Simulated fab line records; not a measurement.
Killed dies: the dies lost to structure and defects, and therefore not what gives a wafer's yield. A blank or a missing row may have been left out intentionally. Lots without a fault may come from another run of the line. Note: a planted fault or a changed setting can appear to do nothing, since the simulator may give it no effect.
Tool commonality check	flow nand_harc	Sample size 14 lots and 42 wafers

## WHAT PROMPTED THE OPENING
At NHARC_A_M0_CD_MEAS_09 the reading cd_nm is flagged on 2 of 14 lots. Wafers without a fault read 80.1 nm, standard deviation 0.51.
Rule: flag the lot when none of its wafers has a number, or when each of its wafers that has one lies beyond 4 standard deviations from that mean. The rest of the lots are taken to be sound.

lot	measured	on	cd_nm (nm), wafer by wafer	flag
L624	day 17 22:16	cd_sem-01	79.7 80.5 80.8	
L625	day 18 00:39	cd_sem-02	80.6 80.6 80.1	
L626	day 18 03:29	cd_sem-01	80.0 79.9 80.3	
L627	day 18 19:56	cd_sem-03	79.2 80.3 79.7	
L629	day 18 21:01	cd_sem-01	79.4 79.1 79.5	
L631	day 19 01:29	cd_sem-03	81.0 80.4 80.6	
L630	day 19 09:35	cd_sem-02	80.3 80.1 80.3	
L632	day 20 04:29	cd_sem-01	79.9 80.2 80.5	
L634	day 20 07:17	cd_sem-03	80.3 80.0 79.9	
L643	day 22 03:22	cd_sem-01	62.0 62.1 62.2	FLAGGED
L642	day 22 20:41	cd_sem-02	79.4 79.6 78.9	
L639	day 22 21:05	cd_sem-02	69.1 69.4 69.5	FLAGGED
L644	day 22 23:58	cd_sem-01	79.8 79.9 80.2	
L647	day 23 04:35	cd_sem-01	80.6 81.0 81.3	
Average over the flagged lots: 65.7 nm; offset from the usual -14.4 nm, equal to -28 standard deviations.

## WHICH TOOL RAN EACH LOT
The record holds 3 process steps before the reading, out of a route of 1159 steps. Read each cell as the tool, then ch plus the chambers that the sampled wafers visited, then the start.
lot	flag	NHARC_A_BLC_DESCUM_15	NHARC_A_BLC_ETCH_16	NHARC_A_M0_EXPOSE_06
L624		rie_diel-02 ch 0,1,3, day 17 15:35	rie_diel-02 ch 1,2,3, day 17 15:40	arfi_scanner-02 ch 0, day 17 22:07
L625		rie_diel-02 ch 0,1, day 17 20:46	rie_diel-02 ch 0,1,3, day 17 20:52	arfi_scanner-02 ch 0, day 18 00:31
L626		rie_diel-02 ch 1,2, day 17 23:32	rie_diel-02 ch 1,2,3, day 17 23:38	arfi_scanner-01 ch 0, day 18 03:21
L627		rie_diel-09 ch 1,2,3, day 18 10:59	rie_diel-09 ch 0,1,2, day 18 11:05	arfi_scanner-02 ch 0, day 18 19:47
L629		rie_diel-05 ch 0,1, day 18 17:04	rie_diel-05 ch 1,3, day 18 17:11	arfi_scanner-01 ch 0, day 18 20:52
L631		rie_diel-02 ch 0,1,2, day 18 21:37	rie_diel-02 ch 1,2, day 18 21:41	arfi_scanner-02 ch 0, day 19 01:22
L630		rie_diel-05 ch 1,2,3, day 19 05:15	rie_diel-05 ch 0,1,3, day 19 05:23	arfi_scanner-02 ch 0, day 19 09:26
L632		rie_diel-02 ch 1,2,3, day 19 17:55	rie_diel-02 ch 1,3, day 19 17:58	arfi_scanner-03 ch 0, day 20 04:20
L634		rie_diel-02 ch 0,3, day 20 02:31	rie_diel-02 ch 0,2,3, day 20 02:37	arfi_scanner-02 ch 0, day 20 07:08
L643	FLAGGED	rie_diel-02 ch 1,2,3, day 21 23:28	rie_diel-02 ch 0,1,2, day 21 23:33	arfi_scanner-01 ch 0, day 22 03:13
L642		rie_diel-09 ch 2,3, day 22 12:46	rie_diel-09 ch 1,3, day 22 12:53	arfi_scanner-03 ch 0, day 22 20:32
L639	FLAGGED	rie_diel-09 ch 2,3, day 22 15:27	rie_diel-09 ch 1,2,3, day 22 15:34	arfi_scanner-01 ch 0, day 22 20:56
L644		rie_diel-02 ch 0,2,3, day 22 16:10	rie_diel-02 ch 0,2, day 22 16:16	arfi_scanner-03 ch 0, day 22 23:50
L647		rie_diel-02 ch 0,2, day 23 00:29	rie_diel-02 ch 0,2,3, day 23 00:35	arfi_scanner-03 ch 0, day 23 04:26
These steps, and what they do:
- NHARC_A_BLC_DESCUM_15: chemistry O2, time 3 s.
- NHARC_A_BLC_ETCH_16: etches the open film in CF4, target depth 39 nm, time 65 s.
- NHARC_A_M0_EXPOSE_06: exposes mask A M0, target cd 80 nm.
- NHARC_A_M0_CD_MEAS_09: target cd 80 nm.

## FLAGGED OVER TOTAL, TOOL BY TOOL (the gauges that took the reading come last)
step	tool	lots run	flagged	share of the flagged lots	sound lots run after its first flagged lot
NHARC_A_BLC_DESCUM_15	rie_diel-02	9	1	some	2 (L644,L647)
NHARC_A_BLC_DESCUM_15	rie_diel-05	2	0	none	-
NHARC_A_BLC_DESCUM_15	rie_diel-09	3	1	some	0
NHARC_A_BLC_ETCH_16	rie_diel-02	9	1	some	2 (L644,L647)
NHARC_A_BLC_ETCH_16	rie_diel-05	2	0	none	-
NHARC_A_BLC_ETCH_16	rie_diel-09	3	1	some	0
NHARC_A_M0_EXPOSE_06	arfi_scanner-01	4	2	all	0
NHARC_A_M0_EXPOSE_06	arfi_scanner-02	6	0	none	-
NHARC_A_M0_EXPOSE_06	arfi_scanner-03	4	0	none	-
NHARC_A_M0_CD_MEAS_09	cd_sem-01	7	1	some	2 (L644,L647)
NHARC_A_M0_CD_MEAS_09	cd_sem-02	4	1	some	0
NHARC_A_M0_CD_MEAS_09	cd_sem-03	3	0	none	-

## WHAT IS ALLOWED BY THE TABLE
Rows of the table that ran each flagged lot: 1, that is arfi_scanner-01 at NHARC_A_M0_EXPOSE_06.
- arfi_scanner-01 at NHARC_A_M0_EXPOSE_06 ran 4 lots, 2 of them flagged. Last sound lot L629 at day 18 20:52, first flagged lot L643 at day 22 03:13; a fault beginning in between fits. Its own readings (exposure_dose_mJ_cm2) fall more than 4 standard deviations out on all wafers of the flagged lots.
Left over: one tool, arfi_scanner-01 at NHARC_A_M0_EXPOSE_06.

## WHAT THE SIMULATOR HAD PUT IN
Process parameters drifting: arfi_scanner-01 at NHARC_A_M0_EXPOSE_06, beginning at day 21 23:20. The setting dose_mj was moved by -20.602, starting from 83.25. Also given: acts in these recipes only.
Lots struck among those shown: L643, L639. Same finding as the rule above.
